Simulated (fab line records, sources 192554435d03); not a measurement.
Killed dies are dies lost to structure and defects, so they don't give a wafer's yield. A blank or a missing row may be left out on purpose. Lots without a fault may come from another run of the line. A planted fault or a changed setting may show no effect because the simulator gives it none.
Which tool did it? + flow n5_finfet + 11 lots with 33 wafers sampled at 4 steps, on a route of 1938 steps

== WHAT EACH GAUGE READ, for each wafer ==
N5_BEOL_M0_INSPECT_127: inspects for defects (darkfield).
| lot  | measured     | on                | raw_defect_count |
|------|--------------|-------------------|------------------|
| L075 | day 6 13:53  | defect_inspect-01 | 65 50 54         |
| L077 | day 6 19:28  | defect_inspect-01 | 42 49 46         |
| L079 | day 7 07:28  | defect_inspect-01 | 99 68 103        |
| L081 | day 7 20:48  | defect_inspect-02 | 46 37 48         |
| L083 | day 8 09:51  | defect_inspect-01 | 43 58 63         |
| L085 | day 9 00:59  | defect_inspect-01 | 71 77 57         |
| L087 | day 9 07:17  | defect_inspect-01 | 135 134 55       |
| L089 | day 9 22:15  | defect_inspect-02 | 55 84 45         |
| L091 | day 10 07:02 | defect_inspect-01 | 64 74 68         |
| L095 | day 11 03:31 | defect_inspect-01 | 75 77 70         |
| L097 | day 11 15:20 | defect_inspect-02 | 69 57 86         |

== WHICH TOOL RAN EACH LOT (tool, then ch and the chambers of the sampled wafers, then the start) ==
| lot  | N5_BEOL_M0_ETCH_109                | N5_BEOL_M0_DEGAS_112         | N5_BEOL_M0_DEP_125              |
|------|------------------------------------|------------------------------|---------------------------------|
| L075 | rie_diel-01 ch 1,2,3, day 6 11:14  | pvd_sputter-03, day 6 11:45  | pecvd-03 ch 0,2, day 6 13:48    |
| L077 | rie_diel-06 ch 0,3, day 6 16:55    | pvd_sputter-01, day 6 17:19  | pecvd-03 ch 0,1,2, day 6 19:22  |
| L079 | rie_diel-01 ch 0,1,3, day 7 04:35  | pvd_sputter-02, day 7 04:55  | pecvd-04 ch 0,1,2, day 7 07:23  |
| L081 | rie_diel-01 ch 0,1,3, day 7 17:23  | pvd_sputter-01, day 7 18:43  | pecvd-02 ch 0,1,2, day 7 20:42  |
| L083 | rie_diel-02 ch 0,2,3, day 8 06:27  | pvd_sputter-03, day 8 07:04  | pecvd-02 ch 0,2, day 8 09:45    |
| L085 | rie_diel-06 ch 0,3, day 8 21:10    | pvd_sputter-03, day 8 21:25  | pecvd-03 ch 0,2, day 9 00:53    |
| L087 | rie_diel-02 ch 0,1,2, day 9 04:06  | pvd_sputter-03, day 9 04:30  | pecvd-03 ch 1,2, day 9 07:11    |
| L089 | rie_diel-02 ch 0,2,3, day 9 19:34  | pvd_sputter-02, day 9 20:10  | pecvd-04 ch 0,1,2, day 9 22:10  |
| L091 | rie_diel-02 ch 1,2,3, day 10 03:59 | pvd_sputter-02, day 10 04:26 | pecvd-04 ch 0,1, day 10 06:56   |
| L095 | rie_diel-01 ch 1,2,3, day 10 23:32 | pvd_sputter-01, day 11 01:22 | pecvd-03 ch 0,1,2, day 11 03:25 |
| L097 | rie_diel-06 ch 1,3, day 11 11:18   | pvd_sputter-02, day 11 11:41 | pecvd-04 ch 0,1, day 11 15:15   |
- N5_BEOL_M0_ETCH_109: etches SiCN in CH3F/O2, target depth 8 nm, overetch 2.4 nm, time 27.4 s.
- N5_BEOL_M0_DEGAS_112: time 60 s.
- N5_BEOL_M0_DEP_125: deposits SiCN from 3MS/NH3, target thk 8 nm, time 14 s.

== THE ANSWER, worked out from the rows above alone ==
Rule: what is usual is taken from the lots themselves. Put in order of their means at a reading, lots are off if they are a third of the lots or fewer, leave a main group of 4 or more, and stand apart from it by a gap of 3 or more times the standard deviation of the main group's means; of several such gaps the widest counts. A main group is skipped when, at the precision printed for the reading in the tables above, its means are all equal. A lot without any number at a reading at which 4 lots or more have one is off too. Where the step has rows for the other lots, those lots are counted as sound.
None of the lots is off at any reading shown; this tells nothing.

== WHAT THE SIMULATOR HAD PUT IN ==
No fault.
